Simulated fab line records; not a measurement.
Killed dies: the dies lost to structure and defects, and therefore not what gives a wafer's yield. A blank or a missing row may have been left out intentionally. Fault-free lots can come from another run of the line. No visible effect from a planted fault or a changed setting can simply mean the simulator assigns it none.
Comparing a struck lot with a sound one + flow n5Finfet + 29 out of 1938 route steps
Sound: these wafers, L410.1, L410.2, L410.6. Struck: wafers L419.2, L419.5. (L419.4 of the same lot was not struck and is left out.) The cause comes at the end.
For every step that has rows: the tool of each side, followed by ch and its chambers, followed by its first start. Under that, the readings that differ: sound wafers + struck wafers + difference of the means + sigmas: that difference in standard deviations of wafers without a fault.
alike: words and numbers the same on both sides, and readings whose means are apart by under 2 such deviations; not compared: readings that were withheld, readings missing a value for some wafer, numbers with overlapping values and no deviation given by the record, and bounds like >300 which may hide the same value.
Wherever a step has rows on one side only, a row that says differs or no value, or a row with sigmas, the two part there. Non-overlapping numbers with no deviation appear without sigmas and do not part them. A reading missing from all wafers of one side parts the sides only when that side holds two or more wafers.

first, 9 steps without rows for these wafers: N5_BEOL_M0_SAQP_EXPOSE_37 (exposes mask M0 CUT1, target cd 30 nm); N5_BEOL_M0_SAQP_PEB_38 (peb time 60 s); N5_BEOL_M0_SAQP_DEVELOP_39 (develop time 30 s); N5_BEOL_M0_SAQP_DESCUM_45 (chemistry O2, time 7 s); N5_BEOL_M0_SAQP_ETCH_88 (etches underlayer in N2/H2, target depth 6.5 nm, time 5.2 s); N5_BEOL_M0_SAQP_ETCH_73 (etches SiARC in CF4, target depth 19.5 nm, time 32.5 s); N5_BEOL_M0_SAQP_CUT_ETCH_46 (etches SOC in N2/H2, target depth 135 nm, overetch 27 nm, time 202.5 s); N5_BEOL_M0_SAQP_STRIP_74 (strips in N2/H2); N5_BEOL_M0_SAQP_STRIP_89 (strips in N2/H2).
N5_BEOL_M0_SAQP_ALD_48: deposits SiO2, target thk 20 nm, pulse time 1 s, co reactant pulse time 1 s.
  sound on aldSin-01 ch 0,1,2, day 6 07:57; struck on aldSin-01 ch 1,3, day 8 18:34
| reading                                      | sound       | struck    | difference | sigmas |
|----------------------------------------------|-------------|-----------|------------|--------|
| aldCycles                                    | 139 139 139 | 163 163   | +24        |        |
| model.SiO2_of_BEOL_M0_SAQP_ALD_48.thkNm (nm) | 20 20 19.8  | 23.4 23.4 | +3.5       |        |
  alike: chamberPressureTorr, heaterPowerW, precursorPulseHeightRel
then, 15 steps without rows for these wafers: N5_BEOL_M0_SAQP_ETCH_49 (etches SiO2 in CF4/O2, target depth 37 nm); N5_BEOL_M0_SAQP_STRIP_75 (strips in CF4); N5_BEOL_M0_CUTY_COAT_50 (time 60 s, resist thk 15 nm); N5_BEOL_M0_CUTY_COAT_51 (resist thk 150 nm); N5_BEOL_M0_CUTY_EBR_52; N5_BEOL_M0_CUTY_SOFTBAKE_53 (time 60 s); N5_BEOL_M0_CUTY_EXPOSE_54 (exposes mask M0 ABLK); N5_BEOL_M0_CUTY_PEB_55 (peb time 60 s); N5_BEOL_M0_CUTY_DEVELOP_56 (develop time 30 s); N5_BEOL_M0_CUTY_DESCUM_61 (chemistry O2, time 7.9 s); N5_BEOL_M0_CUTY_ETCH_62 (etches SiARC in CF4, time 58.5 s); N5_BEOL_M0_CUTY_ETCH_63 (etches SOC in N2/H2, target depth 82.7 nm, overetch 16.5 nm, time 124 s); N5_BEOL_M0_CUTY_STRIP_64 (strips in N2/H2); N5_BEOL_M0_ETCH_138 (etches SiCN in CH3F/O2, target depth 12 nm, time 31.6 s); N5_BEOL_M0_HM_OPEN_105 (chemistry Cl2/BCl3, target TiN, target depth 12 nm).
N5_BEOL_M0_STRIP_140: strips in CF4.
  sound on rieDiel-05 ch 0,1,3, day 6 10:28; struck on rieDiel-05 ch 2,3, day 9 01:26
  alike: chamberPressureMTorr, drypumpMotorCurrentA, oesProductAu, rfVppV, showerheadPlenumPTorr, throttleValvePct
  not compared: rfHoursCounterH, model.SiO2_of_BEOL_M0_SAQP_ALD_48.thkNm
then, 1 step without rows for these wafers: N5_BEOL_M0_STRIP_104 (strips in N2/H2).
-- record jumps: 2 days separate the struck wafers' starts on either side; left off in module BEOL_M0, taken up again in module BEOL_M4, whose first shown step is the route's number 1111 --
N5_BEOL_M4_RC_MEAS_101:
  sound on prober-02 ch 0, day 8 11:33; struck on prober-02 ch 0, day 11 12:13
| reading   | sound       | struck  | difference | sigmas |
|-----------|-------------|---------|------------|--------|
| VT_N (mV) | 251 245 254 | 238 243 | -10        | -2     |
  alike: DIBL_N, DIBL_P, IOFF_N, IOFF_P, ION_N, ION_P, SS_N, SS_P, VT_P
-- record jumps: 4 days separate the struck wafers' starts on either side; left off in module BEOL_M4, taken up again in module PASSIVATION, whose first shown step is the route's number 1936 --
N5_PASSIVATION_PROBE_49:
  the record has rows for the struck wafers here (prober-02, day 15 19:20) and none for the sound ones

## WHERE THEY PART
Last at N5_PASSIVATION_PROBE_49 as far as this record goes, first at N5_BEOL_M4_RC_MEAS_101.

WHY: the cause the simulator had injected
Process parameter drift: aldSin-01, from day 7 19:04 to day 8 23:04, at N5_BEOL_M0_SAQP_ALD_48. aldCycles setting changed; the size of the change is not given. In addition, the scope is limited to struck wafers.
